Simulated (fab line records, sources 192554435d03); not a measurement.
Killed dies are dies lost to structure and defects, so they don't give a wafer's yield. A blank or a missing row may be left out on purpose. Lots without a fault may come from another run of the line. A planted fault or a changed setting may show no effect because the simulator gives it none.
Split-lot experiment | flow n5_finfet | 7 lots, 21 wafers read, on a route of 1938 steps

THE SPLIT
At N5_BEOL_M3_ILD_DEP_00 (deposits SiOC from DEMS/O2, target thk 79 nm, time 15.3 s), the setting time_s was moved away from the recipe's 15.3 s on 7 of the 21 wafers read, by -12.9% to +7.9%. The other wafers ran this setting at the recipe's value.

The file shows no step between the split and the reading.

THE READING
M3_ILD_THK, in nm, at N5_BEOL_M3_THK_MEAS_01. Fault-free wafers of this fab line usually give 79.0 nm, standard deviation 0.92 nm.

wafer  | tool, chamber at the split | time_s as run, s | against the recipe | M3_ILD_THK, nm | against lot-mates on the recipe
L083.3 | pecvd-02, 0                | 15.3             | recipe             | 79.4           | -
L083.4 | pecvd-02, 1                | 15.3             | recipe             | 79.3           | -
L083.5 | pecvd-02, 0                | 15.3             | recipe             | 79.4           | -
L086.1 | pecvd-01, 2                | 15.3             | recipe             | 78.7           | -
L086.2 | pecvd-01, 1                | 16.51            | +7.9%              | 85.1           | +5.8
L086.5 | pecvd-01, 2                | 15.3             | recipe             | 80.0           | -
L087.1 | pecvd-02, 1                | 13.98            | -8.6%              | 72.2           | -8.6
L087.2 | pecvd-02, 1                | 15.3             | recipe             | 80.4           | -
L087.6 | pecvd-02, 1                | 15.3             | recipe             | 81.3           | -
L089.3 | pecvd-04, 1                | 15.3             | recipe             | 77.6           | -
L089.5 | pecvd-04, 2                | 13.43            | -12.2%             | 69.9           | -7.7
L089.6 | pecvd-04, 1                | 13.43            | -12.2%             | 69.6           | -8.0
L090.2 | pecvd-01, 2                | 15.3             | recipe             | 78.5           | -
L090.3 | pecvd-01, 1                | 15.3             | recipe             | 77.6           | -
L090.6 | pecvd-01, 0                | 15.3             | recipe             | 79.5           | -
L092.1 | pecvd-01, 1                | 13.53            | -11.6%             | 69.9           | -9.8
L092.2 | pecvd-01, 2                | 13.53            | -11.6%             | 70.6           | -9.1
L092.5 | pecvd-01, 1                | 15.3             | recipe             | 79.7           | -
L096.1 | pecvd-01, 2                | 15.3             | recipe             | 78.4           | -
L096.3 | pecvd-01, 0                | 15.3             | recipe             | 77.8           | -
L096.5 | pecvd-01, 1                | 13.33            | -12.9%             | 70.0           | -8.1

THE FIT
A straight line over all 21 wafers: M3_ILD_THK changes by +0.757 nm for each +1% of time_s; r = +0.98; the points scatter about the line by 0.92 nm.
The same after taking each lot's own level away (the mean of its wafers on the recipe; 21 wafers): +0.727 nm for each +1%; r = +0.98; scatter 0.89 nm.
On that fit, the largest move of time_s shifts the reading by 9.4 nm.
The lots' own levels span 77.60 to 80.85 nm, that is 3.5 times the standard deviation above.
So the lot-to-lot level changes the slope little: the two slopes agree.
Check: with one of the wafers moved furthest among these (-12.9%) left out of the fit, the line predicts -9.72 nm for it against its lot-mates. It came out at -8.1 nm against them.

OTHER SPLITS ON THESE WAFERS
These wafers also went through other splits before the reading. Each is held against what the fit with the lots' levels taken away leaves over:
other split on the same wafers   | wafers away from the commonest value | r with M3_ILD_THK (lot level and that fit taken away)
N5_BEOL_M1_COAT_61 spin_rpm      | 5                                    | +0.11
N5_BEOL_M1_CMP_52 down_force_psi | 9                                    | +0.17
N5_BEOL_M2_ETCH_69 bias_w        | 4                                    | +0.13
N5_BEOL_M2_ETCH_70 source_w      | 6                                    | +0.18

THE WHOLE CHAIN: every reading that the file lists as answering this split, in the file's order
step                   | what it does                                              | reading                                                                            | change (the file's fit)               | r (the file's)
N5_BEOL_M3_ILD_DEP_00  | deposits SiOC from DEMS/O2, target thk 79 nm, time 15.3 s | SiOC_of_BEOL_M3_ILD_DEP_00.thk_nm (the simulator's own value, which no gauge read) | +0.735 nm for each +1% of the setting | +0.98
N5_BEOL_M3_THK_MEAS_01 |                                                           | M3_ILD_THK                                                                         | +0.734 for each +1% of the setting    | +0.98

THE FILE'S OWN FIT
M3_ILD_THK changes by +0.734 nm for each +1% of time_s, r = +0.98.
